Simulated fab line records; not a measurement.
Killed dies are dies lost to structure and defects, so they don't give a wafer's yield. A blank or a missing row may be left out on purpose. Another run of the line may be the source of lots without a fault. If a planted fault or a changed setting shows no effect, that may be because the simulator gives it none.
Matching of chambers    flow nandHarc    4 sister chambers for NHARC_A_CONTACT_ETCH_88 on rieDiel-04
The step etches the open film in CF4, target depth 39 nm, time 65 s. 4 wafers are shown with their chamber, then 10 later ones without.

WAFERS PAIRED WITH THEIR CHAMBERS
wafer   chamber  drypumpMotorCurrentA (A)
L079.3  3        6.2
L087.2  1        5.1
L089.1  2        5.7
L089.3  0        6.8

WAFERS WITH NO CHAMBER GIVEN
wafer   drypumpMotorCurrentA (A)
L089.4  5.2
L090.4  6.2
L090.5  5.7
L090.6  6.8
L092.2  6.8
L092.4  6.8
L092.6  5.7
L096.1  5.7
L096.5  5.2
L096.6  5.7

THE CHAMBER EACH PASSED THROUGH
wafer   from the rows above  in truth
L089.4  1                    1
L090.4  3                    3
L090.5  2                    2
L090.6  0                    0
L092.2  0                    0
L092.4  0                    0
L092.6  2                    2
L096.1  2                    2
L096.5  1                    1
L096.6  2                    2
Placed correctly: 10 of 10. Number that these rows cannot place: 0. Number placed wrongly: 0.
How it was worked out, from the rows above alone: a wafer's distance from a chamber is the root of the sum, over the readings, of the square of ((its reading less the chamber's mean) divided by the reading's scatter). The wafer belongs to the nearest chamber; if the next one is less than 2 further off, it can't be placed. For every chamber, the mean is computed from those of its wafers that are shown. The scatter (one wafer shown for each chamber): square how far every hidden wafer sits from the nearest shown wafer, average those squares and take the square root.
